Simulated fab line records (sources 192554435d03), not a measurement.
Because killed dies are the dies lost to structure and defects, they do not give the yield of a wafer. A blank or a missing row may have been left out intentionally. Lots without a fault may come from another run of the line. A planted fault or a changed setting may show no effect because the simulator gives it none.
Matching of chambers + flow n5Finfet + N5_STI_FIN_REVEAL_ALD_00 on aldSin-02 has 4 sister chambers
The step deposits SiO2, target thk 1 nm, pulse time 1 s. 30 wafers are shown with their chamber, then 12 later ones without.

## WAFERS WITH THEIR CHAMBER
| wafer  | chamber | heaterPowerW (W) | precursorPulseHeightRel |
|--------|---------|------------------|-------------------------|
| L074.2 | 2       | 443              | 1.008                   |
| L074.3 | 3       | 464              | 0.988                   |
| L074.5 | 0       | 526              | 1.010                   |
| L077.2 | 2       | 433              | 0.994                   |
| L077.5 | 1       | 451              | 1.034                   |
| L077.6 | 2       | 423              | 1.003                   |
| L081.1 | 3       | 446              | 1.024                   |
| L081.4 | 0       | 521              | 1.007                   |
| L081.6 | 2       | 434              | 0.972                   |
| L082.1 | 2       | 434              | 0.989                   |
| L082.2 | 1       | 455              | 0.965                   |
| L082.5 | 0       | 540              | 1.014                   |
| L083.2 | 2       | 428              | 1.017                   |
| L083.5 | 3       | 454              | 1.013                   |
| L083.6 | 0       | 521              | 1.000                   |
| L084.1 | 3       | 462              | 1.002                   |
| L084.5 | 2       | 423              | 1.009                   |
| L084.6 | 3       | 463              | 0.974                   |
| L085.2 | 3       | 457              | 0.980                   |
| L085.3 | 0       | 507              | 1.033                   |
| L085.5 | 3       | 453              | 0.969                   |
| L086.1 | 2       | 430              | 1.032                   |
| L086.5 | 2       | 422              | 0.998                   |
| L086.6 | 1       | 460              | 0.971                   |
| L087.2 | 1       | 447              | 0.974                   |
| L087.3 | 3       | 450              | 0.998                   |
| L087.5 | 0       | 523              | 0.996                   |
| L088.1 | 1       | 458              | 1.012                   |
| L088.3 | 0       | 526              | 1.017                   |
| L088.5 | 2       | 431              | 1.002                   |

SIGNATURES (averages over the wafers above)
| reading                 | chamber 0 | chamber 1 | chamber 2 | chamber 3 | scatter within a chamber |
|-------------------------|-----------|-----------|-----------|-----------|--------------------------|
| heaterPowerW            | 523.43    | 454.20    | 430.10    | 456.12    | 7.22                     |
| precursorPulseHeightRel | 1.01100   | 0.99120   | 1.00240   | 0.99350   | 0.0191                   |
Rule: a wafer's distance from a chamber is the root of the sum, over the readings, of the square of ((its reading less the chamber's mean) divided by the reading's scatter). The wafer belongs to the nearest chamber; if the next one is less than 2 further off, it can't be placed. The scatter is the square root of a quotient: the sum, over the shown wafers, of each reading's squared deviation from its chamber's mean, divided by wafers minus chambers.

## WAFERS MISSING THEIR CHAMBER
| wafer  | heaterPowerW (W) | precursorPulseHeightRel |
|--------|------------------|-------------------------|
| L089.1 | 448              | 1.000                   |
| L089.2 | 436              | 1.003                   |
| L089.5 | 459              | 0.962                   |
| L090.1 | 459              | 1.005                   |
| L090.3 | 463              | 1.007                   |
| L090.4 | 439              | 1.015                   |
| L091.1 | 531              | 1.039                   |
| L091.2 | 453              | 0.966                   |
| L091.5 | 422              | 0.994                   |
| L092.1 | 453              | 1.013                   |
| L092.2 | 451              | 1.036                   |
| L092.3 | 431              | 0.984                   |

## CHAMBER TAKEN BY EACH
| wafer  | from the rows above          | in truth |
|--------|------------------------------|----------|
| L089.1 | can't be placed: 1 or 3 or 2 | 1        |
| L089.2 | can't be placed: 2 or 1      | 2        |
| L089.5 | can't be placed: 1 or 3      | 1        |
| L090.1 | can't be placed: 3 or 1      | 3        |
| L090.3 | can't be placed: 3 or 1      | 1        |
| L090.4 | can't be placed: 2 or 1 or 3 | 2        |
| L091.1 | 0                            | 0        |
| L091.2 | can't be placed: 1 or 3      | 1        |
| L091.5 | 2                            | 2        |
| L092.1 | can't be placed: 3 or 1      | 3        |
| L092.2 | can't be placed: 3 or 1 or 2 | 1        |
| L092.3 | 2                            | 2        |
Placed correctly: 3 of 12. From these rows, 9 cannot be placed; in 9 the true chamber is one of the candidates. Placed wrongly: 0.
